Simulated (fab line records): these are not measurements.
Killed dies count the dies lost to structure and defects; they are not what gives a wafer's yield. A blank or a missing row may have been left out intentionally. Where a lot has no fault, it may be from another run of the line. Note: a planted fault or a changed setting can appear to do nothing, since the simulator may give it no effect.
fab line records + flow nandHarc
record
- lots=13
- wafers=38
- lastDay=25
route steps=1159 shown A_CONTACT@939 A_BLC@976
lots with no fault: from the same line, run without faults
startH: the number of hours between the record's first day and the start of the first shown wafer of the lot + waitH: how many hours have passed since the lot's step before this one + " identical to the entry in the row above + L1.1+2: several wafers, shown together as one row + - no value present, or no start provided + * or withheld: withheld + < > ~ a bound
route shown NAME@n: names a module that has steps shown in the file, with the first one's number in the route + usual: mean/standard deviation taken from wafers without a fault + same: alike in all rows + chamber/n: place in a boat + sites: readings site by site + _std_site: the standard deviation of these + _edge_site: outer sites' mean less inner sites' + radiusMm: how far each site lies from the wafer's centre + mask NAME#n: copy n + behind: the last tool/chamber to shape the wafer + hold: what put the lot on hold/how long, in hours/how the hold closed + device: which transistor (n, p or np) failed to switch + end of line: tests run on the same wafers once the route is complete + where a step has no rows: the recipe by itself + killed: not the wafer's yield, but the dies lost to structure and defects at the first sort + map: per-die view of a wafer (x killed, . not killed, _ where there is no die)
set.NAME: the setting that was run; set.NAME@STEP: the one run at that earlier step + model.NAME: the simulator's own value behind a step, which no gauge read
steps of the route over a sample of lots; a table a step, a row a wafer
services: the hour from which a tool's chamber was out of use, counted from the record's first day as startH (under 0 if before that day), plus the number of hours and why
## steps
# step NHARC_A_CONTACT_ETCH_88
# recipe
- targetDepthA=390
- overEtchFrac=0.3
- timeS=65
- ionEnergyEv=80
- cf4FlowSccm=150
- arFlowSccm=0
- rfW=300
- biasW=100
- chemistry=CF4
# usual
- drypumpMotorCurrentA=5.8/0.3
- oesProductAu=0.996/0.014
- rfVppV=151.2/1.4
- showerheadPlenumPTorr=1.77/0.09
- throttleValvePct=13.285/0.0092
| lot.wafer | tool       | chamber | startH | waitH | drypumpMotorCurrentA | oesProductAu | rfHoursCounterH | rfVppV | showerheadPlenumPTorr | throttleValvePct |
|-----------|------------|---------|--------|-------|----------------------|--------------|-----------------|--------|-----------------------|------------------|
| L375.1    | rieDiel-03 | 2       | 391.15 | 0.1   | 5.9                  | 0.991        | 51              | 149.8  | 1.65                  | 13.274           |
| L375.2    | "          | 3       | "      | "     | 6.2                  | 0.980        | 52              | 151.5  | 1.83                  | 13.293           |
| L375.6    | "          | 2       | "      | "     | 5.9                  | 0.995        | -               | 150.6  | 1.65                  | 13.287           |
| L376.2    | rieDiel-06 | 1       | 398.88 | 0.2   | 5.8                  | 0.996        | 28              | 151.4  | 1.76                  | 13.266           |
| L376.4    | "          | 2       | "      | "     | 5.6                  | 1.015        | 31              | 152.8  | 1.85                  | 13.269           |
| L376.5    | "          | 1       | "      | "     | 5.8                  | 0.996        | -               | 150.7  | 1.76                  | 13.293           |
| L378.4    | rieDiel-13 | 0       | 407.91 | 0.1   | 5.9                  | 0.990        | 42              | 150.2  | 1.75                  | 13.271           |
| L378.2    | "          | 1       | "      | "     | 5.8                  | 0.996        | 39              | 149.6  | 1.68                  | 13.271           |
| L378.6    | "          | 3       | "      | "     | 6.1                  | 1.031        | -               | 149.5  | 1.64                  | 13.295           |
| L380.1    | rieDiel-13 | 2       | 421.76 | 0.2   | 5.2                  | 0.985        | 49              | 151.5  | 1.88                  | 13.286           |
| L380.3    | "          | 3       | "      | "     | 6.1                  | 1.027        | 49              | 149.3  | 1.64                  | 13.288           |
| L380.6    | "          | 3       | "      | "     | 6.1                  | 1.019        | -               | 149.6  | 1.64                  | 13.282           |
| L385.1    | rieDiel-13 | 1       | 444.72 | 0.1   | 5.8                  | 1.005        | 52              | 149.8  | 1.68                  | 13.289           |
| L385.6    | "          | 3       | "      | "     | 6.0                  | 1.031        | -               | 149.9  | 1.64                  | 13.295           |
| L386.1    | rieDiel-03 | 0       | 463.22 | 0.1   | 6.1                  | 0.994        | 25              | 152.1  | 1.69                  | 13.290           |
| L386.5    | "          | 0       | "      | "     | 6.1                  | 0.998        | -               | 149.6  | 1.69                  | 13.273           |
| L386.6    | "          | 1       | "      | "     | 6.3                  | 0.977        | -               | 151.7  | 1.70                  | 13.281           |
| L388.4    | rieDiel-06 | 1       | 489.31 | 0.1   | 5.8                  | 1.000        | 11              | 150.9  | 1.76                  | 13.277           |
| L388.2    | "          | 3       | "      | "     | 6.0                  | 0.982        | 12              | 152.8  | 1.90                  | 13.290           |
| L388.3    | "          | 0       | "      | "     | 5.4                  | 0.990        | 13              | 149.9  | 1.69                  | 13.277           |
| L387.2    | rieDiel-06 | 1       | 493.58 | 0.1   | 5.8                  | 1.002        | 12              | 150.5  | 1.76                  | 13.287           |
| L387.1    | "          | 0       | "      | "     | 5.4                  | 0.986        | 14              | 150.6  | 1.69                  | 13.294           |
| L387.4    | "          | 1       | "      | "     | 5.8                  | 1.006        | -               | 152.6  | 1.76                  | 13.279           |
| L390.2    | rieDiel-06 | 1       | 498.35 | 0.1   | 5.8                  | 1.010        | 13              | 151.2  | 1.76                  | 13.298           |
| L390.4    | "          | 1       | "      | "     | 5.8                  | 1.006        | -               | 150.1  | 1.76                  | 13.289           |
| L390.6    | "          | 3       | "      | "     | 6.1                  | 0.975        | -               | 154.1  | 1.90                  | 13.287           |
| L391.1    | rieDiel-06 | 1       | 506.30 | 0.1   | 5.8                  | 1.004        | 15              | 151.4  | 1.76                  | 13.284           |
| L391.2    | "          | 3       | "      | "     | 6.1                  | 0.978        | 16              | 152.9  | 1.90                  | 13.275           |
| L391.4    | "          | 0       | "      | "     | 5.4                  | 0.987        | -               | 149.5  | 1.69                  | 13.280           |
| L395.1    | rieDiel-13 | 2       | 517.07 | 0.1   | 5.2                  | 0.988        | 24              | 152.2  | 1.87                  | 13.291           |
| L395.3    | "          | 3       | "      | "     | 6.1                  | 1.016        | 23              | 151.8  | 1.90                  | 13.281           |
| L395.5    | "          | 3       | "      | "     | 6.0                  | 1.024        | -               | 151.9  | 1.90                  | 13.275           |
| L394.3    | rieDiel-03 | 3       | 519.92 | 0.1   | 6.1                  | 0.983        | 46              | 151.1  | 1.81                  | 13.302           |
| L394.2    | "          | 0       | "      | "     | 6.1                  | 0.995        | 46              | 149.4  | 1.69                  | 13.294           |
| L394.5    | "          | 3       | "      | "     | 6.2                  | 0.980        | -               | 152.1  | 1.81                  | 13.308           |
| L396.1    | rieDiel-06 | 2       | 532.00 | 0.1   | 5.6                  | 1.012        | 16              | 152.4  | 1.84                  | 13.275           |
| L396.4    | "          | 0       | "      | "     | 5.4                  | 1.002        | 21              | 150.7  | 1.68                  | 13.284           |
| L396.6    | "          | 3       | "      | "     | 6.1                  | 0.987        | -               | 154.0  | 1.90                  | 13.281           |
# step NHARC_A_CONTACT_ETCH_89
# recipe
- targetDepthA=2600
- overEtchFrac=0.3
- timeS=475.3
- ionEnergyEv=200
- n2FlowSccm=150
- h2FlowSccm=150
- arFlowSccm=0
- rfW=400
- biasW=150
- chemistry=N2/H2
# usual
- drypumpMotorCurrentA=5.8/0.31
- oesProductAu=0.997/0.014
- rfVppV=430/3.1
- showerheadPlenumPTorr=2.04/0.11
- throttleValvePct=14.171/0.0095
| lot.wafer | tool       | chamber | startH | waitH | drypumpMotorCurrentA | oesProductAu | rfHoursCounterH | rfVppV | showerheadPlenumPTorr | throttleValvePct |
|-----------|------------|---------|--------|-------|----------------------|--------------|-----------------|--------|-----------------------|------------------|
| L375.1    | rieDiel-03 | 0       | -      | -     | 6.1                  | 0.988        | 57              | 428    | 1.95                  | 14.170           |
| L375.2    | "          | 2       | "      | "     | 5.9                  | 0.996        | 51              | 426    | 1.88                  | 14.177           |
| L375.6    | "          | 2       | "      | "     | 5.9                  | 0.990        | -               | 426    | 1.88                  | 14.186           |
| L376.2    | rieDiel-06 | 2       | -      | -     | 5.6                  | 1.015        | 31              | 433    | 2.14                  | 14.178           |
| L376.4    | "          | 0       | "      | "     | 5.4                  | 0.988        | 22              | 427    | 1.94                  | 14.179           |
| L376.5    | "          | 2       | "      | "     | 5.6                  | 1.017        | -               | 434    | 2.14                  | 14.170           |
| L378.2    | rieDiel-13 | 2       | -      | -     | 5.2                  | 0.988        | 46              | 434    | 2.18                  | 14.176           |
| L378.4    | "          | 3       | "      | "     | 6.1                  | 1.027        | 46              | 426    | 1.88                  | 14.162           |
| L378.6    | "          | 1       | "      | "     | 5.8                  | 1.011        | -               | 428    | 1.93                  | 14.167           |
| L380.3    | rieDiel-13 | 2       | -      | -     | 5.2                  | 0.987        | 49              | 434    | 2.18                  | 14.182           |
| L380.1    | "          | 1       | "      | "     | 5.8                  | 1.017        | 44              | 428    | 1.93                  | 14.159           |
| L380.6    | "          | 3       | "      | "     | 6.0                  | 1.025        | -               | 426    | 1.88                  | 14.192           |
| L385.1    | rieDiel-13 | 1       | -      | -     | 5.8                  | 0.999        | 52              | 426    | 1.92                  | 14.152           |
| L385.6    | "          | 0       | "      | "     | 5.9                  | 0.981        | -               | 432    | 2.01                  | 14.182           |
| L386.1    | rieDiel-03 | 2       | -      | -     | 5.9                  | 1.018        | 25              | 434    | 2.21                  | 14.174           |
| L386.6    | "          | 1       | "      | "     | 6.4                  | 0.992        | -               | 429    | 1.96                  | 14.174           |
| L386.5    | "          | 2       | "      | "     | 5.9                  | 1.010        | -               | 433    | 2.21                  | 14.164           |
| L388.3    | rieDiel-06 | 0       | -      | -     | 5.4                  | 0.988        | 13              | 428    | 1.94                  | 14.154           |
| L388.4    | "          | 1       | "      | "     | 5.8                  | 1.008        | 11              | 430    | 2.03                  | 14.180           |
| L388.2    | "          | 2       | "      | "     | 5.6                  | 1.013        | 11              | 432    | 2.14                  | 14.168           |
| L387.1    | rieDiel-06 | 0       | -      | -     | 5.4                  | 0.996        | 14              | 427    | 1.94                  | 14.153           |
| L387.2    | "          | 1       | "      | "     | 5.8                  | 1.010        | 12              | 429    | 2.03                  | 14.163           |
| L387.4    | "          | 1       | "      | "     | 5.8                  | 1.007        | -               | 431    | 2.03                  | 14.156           |
| L390.2    | rieDiel-06 | 0       | -      | -     | 5.4                  | 1.004        | 15              | 428    | 1.94                  | 14.173           |
| L390.6    | "          | 3       | "      | "     | 6.0                  | 0.980        | -               | 435    | 2.21                  | 14.180           |
| L390.4    | "          | 1       | "      | "     | 5.8                  | 1.013        | -               | 430    | 2.03                  | 14.162           |
| L391.2    | rieDiel-06 | 3       | -      | -     | 6.0                  | 0.983        | 16              | 434    | 2.21                  | 14.166           |
| L391.1    | "          | 1       | "      | "     | 5.8                  | 1.003        | 15              | 430    | 2.03                  | 14.183           |
| L391.4    | "          | 1       | "      | "     | 5.8                  | 1.010        | -               | 430    | 2.03                  | 14.169           |
| L395.3    | rieDiel-13 | 0       | -      | -     | 5.9                  | 0.983        | 21              | 428    | 2.00                  | 14.177           |
| L395.1    | "          | 1       | "      | "     | 5.8                  | 1.010        | 22              | 427    | 1.92                  | 14.162           |
| L395.5    | "          | 2       | "      | "     | 5.2                  | 0.986        | -               | 434    | 2.16                  | 14.186           |
| L394.3    | rieDiel-03 | 3       | -      | -     | 6.2                  | 0.971        | 46              | 433    | 2.10                  | 14.185           |
| L394.2    | "          | 2       | "      | "     | 5.9                  | 1.000        | 47              | 435    | 2.20                  | 14.165           |
| L394.5    | "          | 0       | "      | "     | 6.1                  | 0.991        | -               | 426    | 1.94                  | 14.177           |
| L396.4    | rieDiel-06 | 0       | -      | -     | 5.4                  | 1.002        | 22              | 427    | 1.93                  | 14.166           |
| L396.1    | "          | 1       | "      | "     | 5.8                  | 1.011        | 19              | 430    | 2.02                  | 14.186           |
| L396.6    | "          | 3       | "      | "     | 6.1                  | 0.985        | -               | 436    | 2.21                  | 14.180           |
# step NHARC_A_CONTACT_ETCH_110
# recipe
- targetDepthA=500
- overetchA=50
- timeS=27.5
- ionEnergyEv=100
- cf4FlowSccm=80
- o2FlowSccm=20
- arFlowSccm=0
- rfW=300
- biasW=100
- chemistry=CF4/O2
# usual
- drypumpMotorCurrentA=5.8/0.3
- oes_o_777_au=1.000/0.0044
- oesProductAu=0.999/0.013
- rfVppV=197.9/1.6
- showerheadPlenumPTorr=1.34/0.069
- throttleValvePct=13.399/0.0097
| lot.wafer | tool       | chamber | startH | waitH | drypumpMotorCurrentA | oes_o_777_au | oesProductAu | rfHoursCounterH | rfVppV | showerheadPlenumPTorr | throttleValvePct |
|-----------|------------|---------|--------|-------|----------------------|--------------|--------------|-----------------|--------|-----------------------|------------------|
| L375.2    | rieDiel-13 | 1       | 393.83 | 0.1   | 5.8                  | 1.008        | 1.012        | 33              | 196.1  | 1.27                  | 13.407           |
| L375.1    | "          | 2       | "      | "     | 5.2                  | 1.002        | 0.998        | 38              | 199.7  | 1.42                  | 13.397           |
| L375.6    | "          | 0       | "      | "     | 5.9                  | 0.999        | 0.999        | -               | 198.4  | 1.32                  | 13.404           |
| L376.2    | rieDiel-06 | 1       | 401.92 | 0.0   | 5.8                  | 0.999        | 0.996        | 29              | 198.9  | 1.33                  | 13.409           |
| L376.4    | "          | 0       | "      | "     | 5.4                  | 1.002        | 0.978        | 23              | 197.9  | 1.27                  | 13.413           |
| L376.5    | "          | 2       | "      | "     | 5.6                  | 0.999        | 1.006        | -               | 199.5  | 1.40                  | 13.377           |
| L378.4    | rieDiel-06 | 0       | 410.44 | 0.1   | 5.4                  | 1.001        | 0.981        | 25              | 197.9  | 1.27                  | 13.400           |
| L378.2    | "          | 2       | "      | "     | 5.6                  | 0.997        | 1.015        | 35              | 198.9  | 1.40                  | 13.418           |
| L378.6    | "          | 1       | "      | "     | 5.8                  | 0.990        | 1.005        | -               | 197.9  | 1.33                  | 13.406           |
| L380.3    | rieDiel-03 | 1       | 424.49 | 0.1   | 6.4                  | 1.004        | 0.978        | 9               | 195.6  | 1.29                  | 13.410           |
| L380.1    | "          | 2       | "      | "     | 5.9                  | 1.002        | 1.010        | 9               | 199.8  | 1.44                  | 13.398           |
| L380.6    | "          | 0       | "      | "     | 6.1                  | 1.004        | 1.008        | -               | 196.9  | 1.28                  | 13.402           |
| L385.1    | rieDiel-13 | 0       | 448.08 | 0.0   | 5.9                  | 1.004        | 0.977        | 57              | 197.7  | 1.32                  | 13.389           |
| L385.6    | "          | 0       | "      | "     | 5.9                  | 1.001        | 0.983        | -               | 197.6  | 1.32                  | 13.403           |
| L386.1    | rieDiel-06 | 1       | 466.04 | 0.1   | 5.8                  | 0.998        | 0.999        | 6               | 198.0  | 1.33                  | 13.407           |
| L386.5    | "          | 0       | "      | "     | 5.4                  | 0.998        | 0.997        | -               | 197.6  | 1.27                  | 13.419           |
| L386.6    | "          | 1       | "      | "     | 5.8                  | 0.996        | 1.010        | -               | 198.4  | 1.33                  | 13.383           |
| L388.3    | rieDiel-13 | 2       | 491.98 | 0.1   | 5.1                  | 0.997        | 0.970        | 13              | 198.8  | 1.42                  | 13.389           |
| L388.2    | "          | 3       | "      | "     | 6.1                  | 0.994        | 1.009        | 13              | 200.6  | 1.44                  | 13.414           |
| L388.4    | "          | 1       | "      | "     | 5.8                  | 0.994        | 0.998        | 12              | 195.1  | 1.26                  | 13.402           |
| L387.1    | rieDiel-03 | 1       | 496.56 | 0.1   | 6.3                  | 1.000        | 0.997        | 36              | 197.2  | 1.28                  | 13.383           |
| L387.4    | "          | 2       | "      | "     | 5.9                  | 1.002        | 1.007        | 37              | 199.8  | 1.44                  | 13.413           |
| L387.2    | "          | 3       | "      | "     | 6.2                  | 1.001        | 0.976        | 37              | 199.2  | 1.37                  | 13.369           |
| L390.2    | rieDiel-06 | 0       | 501.37 | 0.1   | 5.4                  | 0.995        | 0.991        | 16              | 196.0  | 1.27                  | 13.385           |
| L390.6    | "          | 1       | "      | "     | 5.8                  | 0.992        | 1.006        | -               | 198.4  | 1.33                  | 13.390           |
| L390.4    | "          | 0       | "      | "     | 5.4                  | 0.998        | 0.991        | -               | 197.1  | 1.27                  | 13.394           |
| L391.4    | rieDiel-13 | 3       | 509.29 | 0.1   | 6.1                  | 1.003        | 1.017        | 20              | 200.0  | 1.44                  | 13.381           |
| L391.2    | "          | 1       | "      | "     | 5.8                  | 0.999        | 1.004        | 18              | 196.4  | 1.26                  | 13.399           |
| L391.1    | "          | 2       | "      | "     | 5.2                  | 1.005        | 0.991        | 20              | 200.1  | 1.41                  | 13.407           |
| L395.1    | rieDiel-06 | 0       | 519.64 | 0.1   | 5.4                  | 1.003        | 1.002        | 19              | 196.4  | 1.27                  | 13.389           |
| L395.3    | "          | 1       | "      | "     | 5.8                  | 1.002        | 1.017        | 18              | 198.0  | 1.33                  | 13.401           |
| L395.5    | "          | 3       | "      | "     | 6.0                  | 1.005        | 0.998        | -               | 201.7  | 1.44                  | 13.393           |
| L394.3    | rieDiel-06 | 2       | 522.69 | 0.1   | 5.6                  | 0.997        | 1.004        | 14              | 198.3  | 1.40                  | 13.393           |
| L394.2    | "          | 3       | "      | "     | 6.0                  | 1.007        | 0.996        | 19              | 201.3  | 1.44                  | 13.407           |
| L394.5    | "          | 1       | "      | "     | 5.8                  | 0.995        | 1.021        | -               | 197.9  | 1.33                  | 13.395           |
| L396.4    | rieDiel-03 | 0       | 534.63 | 0.1   | 6.1                  | 1.001        | 0.996        | 51              | 197.2  | 1.27                  | 13.415           |
| L396.1    | "          | 2       | "      | "     | 5.9                  | 1.004        | 1.010        | 52              | 199.2  | 1.43                  | 13.385           |
| L396.6    | "          | 3       | "      | "     | 6.2                  | 0.999        | 0.999        | -               | 199.9  | 1.37                  | 13.392           |
# step NHARC_A_CONTACT_CMP_20
# recipe
- tOverpolishS=30
- targetThkNm=300
# usual
- edgeZonePressureFrac=1.000/0.0045
- motorCurrentA=12.2/0.84
- overpolishRunS=30.000/0.0094
- retainingRingPressureFrac=1.000/0.0049
- timeToEndpointS=60/3.3
| lot.wafer | tool   | chamber | startH | waitH | edgeZonePressureFrac | motorCurrentA | overpolishRunS | retainingRingPressureFrac | timeToEndpointS |
|-----------|--------|---------|--------|-------|----------------------|---------------|----------------|---------------------------|-----------------|
| L375.2    | cmp-02 | 3       | 400.12 | 0.6   | 0.998                | 13.2          | 29.984         | 0.999                     | 55              |
| L375.1    | "      | 0       | "      | "     | 1.000                | 12.1          | 30.005         | 1.001                     | 62              |
| L375.6    | "      | 0       | "      | "     | 0.999                | 12.8          | 29.990         | 0.989                     | 60              |
| L376.4    | cmp-04 | 2       | 408.75 | 0.6   | 1.001                | 11.6          | 29.997         | 1.007                     | 60              |
| L376.2    | "      | 3       | "      | "     | 0.995                | 13.1          | 29.998         | 0.995                     | 58              |
| L376.5    | "      | 0       | "      | "     | 1.005                | 12.6          | 30.007         | 1.002                     | 62              |
| L378.4    | cmp-04 | 1       | 412.96 | 0.7   | 1.007                | 11.9          | 30.010         | 0.996                     | 56              |
| L378.2    | "      | 3       | "      | "     | 0.998                | 13.1          | 29.994         | 1.004                     | 64              |
| L378.6    | "      | 0       | "      | "     | 0.999                | 12.3          | 29.996         | 0.990                     | 64              |
| L380.3    | cmp-01 | 0       | 426.71 | 0.5   | 1.005                | 12.1          | 29.990         | 1.007                     | 59              |
| L380.1    | "      | 1       | "      | "     | 1.007                | 13.1          | 30.011         | 1.004                     | 61              |
| L380.6    | "      | 3       | "      | "     | 1.001                | 10.9          | 30.008         | 0.998                     | 60              |
| L385.1    | cmp-04 | 2       | 451.65 | 0.7   | 0.996                | 10.8          | 30.007         | 1.003                     | 60              |
| L385.6    | "      | 1       | "      | "     | 1.009                | 11.6          | 30.005         | 0.998                     | 56              |
| L386.1    | cmp-01 | 1       | 470.08 | 0.7   | 0.999                | 12.6          | 30.024         | 1.006                     | 61              |
| L386.6    | "      | 0       | "      | "     | 1.003                | 11.4          | 30.003         | 0.998                     | 56              |
| L386.5    | "      | 1       | "      | "     | 0.995                | 12.4          | 30.000         | 1.006                     | 60              |
| L388.4    | cmp-02 | 3       | 496.93 | 0.5   | 0.991                | 12.9          | 30.005         | 1.004                     | 57              |
| L388.3    | "      | 1       | "      | "     | 1.003                | 10.6          | 29.997         | 1.004                     | 58              |
| L388.2    | "      | 2       | "      | "     | 0.997                | 12.1          | 29.990         | 1.003                     | 61              |
| L387.1    | cmp-02 | 0       | 501.05 | 0.6   | 0.994                | 12.5          | 29.999         | 1.000                     | 63              |
| L387.4    | "      | 1       | "      | "     | 0.994                | 10.3          | 29.998         | 1.001                     | 58              |
| L387.2    | "      | 3       | "      | "     | 1.002                | 13.8          | 30.011         | 1.005                     | 56              |
| L390.4    | cmp-01 | 3       | 503.40 | 0.4   | 1.006                | 10.5          | 29.999         | 1.000                     | 61              |
| L390.2    | "      | 0       | "      | "     | 0.998                | 12.0          | 30.012         | 0.992                     | 58              |
| L390.6    | "      | 0       | "      | "     | 0.996                | 12.4          | 29.990         | 0.998                     | 56              |
| L391.2    | cmp-01 | 2       | 513.63 | 0.7   | 0.999                | 11.9          | 29.991         | 1.005                     | 58              |
| L391.4    | "      | 3       | "      | "     | 0.999                | 10.6          | 30.011         | 1.002                     | 65              |
| L391.1    | "      | 0       | "      | "     | 0.995                | 11.4          | 30.010         | 1.005                     | 64              |
| L395.3    | cmp-01 | 1       | 521.38 | 0.4   | 0.994                | 12.3          | 30.006         | 0.999                     | 61              |
| L395.1    | "      | 3       | "      | "     | 1.002                | 11.4          | 30.007         | 1.011                     | 59              |
| L395.5    | "      | 2       | "      | "     | 0.993                | 11.3          | 30.002         | 0.991                     | 59              |
| L394.2    | cmp-01 | 1       | 524.44 | 0.8   | 0.995                | 12.9          | 29.991         | 0.996                     | 62              |
| L394.3    | "      | 3       | "      | "     | 0.998                | 11.0          | 29.989         | 0.996                     | 59              |
| L394.5    | "      | 1       | "      | "     | 1.006                | 12.6          | 29.992         | 0.996                     | 58              |
| L396.1    | cmp-02 | 3       | 536.36 | 0.6   | 1.001                | 13.3          | 29.993         | 0.995                     | 62              |
| L396.4    | "      | 1       | "      | "     | 0.995                | 10.8          | 30.003         | 1.004                     | 61              |
| L396.6    | "      | 3       | "      | "     | 1.006                | 13.0          | 29.996         | 1.002                     | 60              |
# step NHARC_A_CONTACT_INSPECT_23
# usual
- rawDefectCount=402/130
| lot.wafer | tool             | chamber | startH | waitH | rawDefectCount |
|-----------|------------------|---------|--------|-------|----------------|
| L375.1    | defectInspect-01 | -       | 400.52 | 0.1   | 287            |
| L375.2    | "                | -       | "      | "     | 346            |
| L375.6    | "                | -       | "      | "     | 414            |
| L376.2    | defectInspect-01 | -       | 409.12 | 0.1   | 361            |
| L376.4    | "                | -       | "      | "     | 315            |
| L376.5    | "                | -       | "      | "     | 367            |
| L378.2    | defectInspect-02 | -       | 413.34 | 0.1   | 314            |
| L378.4    | "                | -       | "      | "     | 468            |
| L378.6    | "                | -       | "      | "     | 384            |
| L380.1    | defectInspect-02 | -       | 427.06 | 0.1   | 282            |
| L380.3    | "                | -       | "      | "     | 286            |
| L380.6    | "                | -       | "      | "     | 441            |
| L385.1    | defectInspect-02 | -       | 452.00 | 0.1   | 323            |
| L385.6    | "                | -       | "      | "     | 895            |
| L386.1    | defectInspect-01 | -       | 470.46 | 0.1   | 328            |
| L386.5    | "                | -       | "      | "     | 263            |
| L386.6    | "                | -       | "      | "     | 330            |
| L388.2    | defectInspect-02 | -       | 497.34 | 0.1   | 324            |
| L388.3    | "                | -       | "      | "     | 377            |
| L388.4    | "                | -       | "      | "     | 427            |
| L387.1    | defectInspect-02 | -       | 501.45 | 0.1   | 372            |
| L387.2    | "                | -       | "      | "     | 363            |
| L387.4    | "                | -       | "      | "     | 361            |
| L390.2    | defectInspect-02 | -       | 503.80 | 0.1   | 432            |
| L390.4    | "                | -       | "      | "     | 499            |
| L390.6    | "                | -       | "      | "     | 862            |
| L391.1    | defectInspect-02 | -       | 514.02 | 0.1   | 383            |
| L391.2    | "                | -       | "      | "     | 297            |
| L391.4    | "                | -       | "      | "     | 377            |
| L395.1    | defectInspect-01 | -       | 521.78 | 0.1   | 394            |
| L395.3    | "                | -       | "      | "     | 605            |
| L395.5    | "                | -       | "      | "     | 494            |
| L394.2    | defectInspect-02 | -       | 524.83 | 0.1   | 264            |
| L394.3    | "                | -       | "      | "     | 298            |
| L394.5    | "                | -       | "      | "     | 389            |
| L396.1    | defectInspect-02 | -       | 536.78 | 0.1   | 649            |
| L396.4    | "                | -       | "      | "     | 764            |
| L396.6    | "                | -       | "      | "     | 562            |
# step NHARC_A_BLC_INSPECT_12
# usual
- rawDefectCount=27/12
| lot.wafer | tool             | chamber | startH | waitH | rawDefectCount |
|-----------|------------------|---------|--------|-------|----------------|
| L375.1    | defectInspect-02 | -       | 401.03 | 0.0   | 21             |
| L375.2    | "                | -       | "      | "     | 19             |
| L375.6    | "                | -       | "      | "     | 19             |
| L376.2    | defectInspect-01 | -       | 409.64 | 0.0   | 15             |
| L376.4    | "                | -       | "      | "     | 11             |
| L376.5    | "                | -       | "      | "     | 23             |
| L378.2    | defectInspect-01 | -       | 413.98 | 0.0   | 27             |
| L378.4    | "                | -       | "      | "     | 36             |
| L378.6    | "                | -       | "      | "     | 25             |
| L380.1    | defectInspect-02 | -       | 427.70 | 0.0   | 39             |
| L380.3    | "                | -       | "      | "     | 35             |
| L380.6    | "                | -       | "      | "     | 31             |
| L385.1    | defectInspect-02 | -       | 452.67 | 0.0   | 35             |
| L385.6    | "                | -       | "      | "     | 446            |
| L386.1    | defectInspect-02 | -       | 470.96 | 0.0   | 24             |
| L386.5    | "                | -       | "      | "     | 28             |
| L386.6    | "                | -       | "      | "     | 22             |
| L388.2    | defectInspect-02 | -       | 497.97 | 0.0   | 13             |
| L388.3    | "                | -       | "      | "     | 17             |
| L388.4    | "                | -       | "      | "     | 11             |
| L387.1    | defectInspect-02 | -       | 501.96 | 0.0   | 29             |
| L387.2    | "                | -       | "      | "     | 24             |
| L387.4    | "                | -       | "      | "     | 25             |
| L390.2    | defectInspect-01 | -       | 504.44 | 0.0   | 33             |
| L390.4    | "                | -       | "      | "     | 34             |
| L390.6    | "                | -       | "      | "     | 42             |
| L391.1    | defectInspect-01 | -       | 514.66 | 0.0   | 36             |
| L391.2    | "                | -       | "      | "     | 25             |
| L391.4    | "                | -       | "      | "     | 39             |
| L395.1    | defectInspect-01 | -       | 522.42 | 0.0   | 40             |
| L395.3    | "                | -       | "      | "     | 40             |
| L395.5    | "                | -       | "      | "     | 40             |
| L394.2    | defectInspect-01 | -       | 525.47 | 0.0   | 31             |
| L394.3    | "                | -       | "      | "     | 29             |
| L394.5    | "                | -       | "      | "     | 34             |
| L396.1    | defectInspect-01 | -       | 537.42 | 0.1   | 25             |
| L396.4    | "                | -       | "      | "     | 17             |
| L396.6    | "                | -       | "      | "     | 13             |
## services
| tool       | chamber | startH | hours | kind      |
|------------|---------|--------|-------|-----------|
| rieDiel-06 | 0       | 372.96 | -     | clean     |
| rieDiel-06 | 1       | 372.96 | -     | clean     |
| rieDiel-06 | 2       | 372.96 | -     | clean     |
| rieDiel-06 | 3       | 372.96 | -     | clean     |
| rieDiel-03 | 1       | 373.11 | 22.4  | repair    |
| cmp-01     | -       | 382.28 | 4.0   | pm        |
| cmp-02     | -       | 387.00 | 2.2   | repair    |
| rieDiel-03 | -       | 392.36 | 9.0   | pm        |
| rieDiel-06 | 0       | 397.46 | -     | clean     |
| rieDiel-06 | 1       | 397.46 | -     | clean     |
| rieDiel-06 | 2       | 397.46 | -     | clean     |
| rieDiel-06 | 3       | 397.46 | -     | clean     |
| cmp-04     | -       | 399.07 | 4.0   | pm        |
| rieDiel-06 | -       | 418.20 | 9.0   | pm        |
| rieDiel-06 | 0       | 418.20 | 9.0   | ventCycle |
| rieDiel-06 | 1       | 418.20 | 9.3   | ventCycle |
| cmp-02     | -       | 422.50 | 4.0   | pm        |
| rieDiel-13 | -       | 453.37 | 9.0   | pm        |
| rieDiel-13 | -       | 470.70 | 1.6   | repair    |
| cmp-01     | -       | 480.28 | 4.0   | pm        |
| rieDiel-06 | 2       | 492.00 | 16.2  | repair    |
| cmp-01     | -       | 496.22 | 4.1   | repair    |
| cmp-04     | -       | 497.07 | 4.0   | pm        |
| cmp-02     | -       | 520.60 | 4.0   | pm        |
## key
firstSign
- step=NHARC_A_CONTACT_INSPECT_23
- reading=rawDefectCount
- direction=up
- sigmas=3.9
- usual=402
- struck=895
effect
- step=NHARC_A_BLC_INSPECT_12
- reading=rawDefectCount
- direction=up
- sigmas=36
- usual=27
- struck=446
metAt NHARC_A_CONTACT_CMP_20
struckLots L385
struckWafers L385.6
sortLeftOut L385.6
testerLeftOut L385
notActingAt NHARC_A_CONTACT_ETCH_88,NHARC_A_CONTACT_ETCH_89,NHARC_A_CONTACT_ETCH_110
onsetBetween 412.96 451.65
fault
- kind=chamberParticleSource
- tool=cmp-04
- chamber=1
- onsetH=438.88
- steps=NHARC_A_CONTACT_CMP_20
- ratePerVisitCm2=0.62896
# testerLeftOut: of these lots the tester's yield and bins aren't shown, on N5 and GAA mostly nor the transistor test; their killed dies are dies lost to structure and defects alone, not to doping, threshold or leakage, so they don't give the yield
# sortLeftOut: the simulated sort isn't trusted on such a fault, so these wafers' sort isn't shown, and their yield isn't known
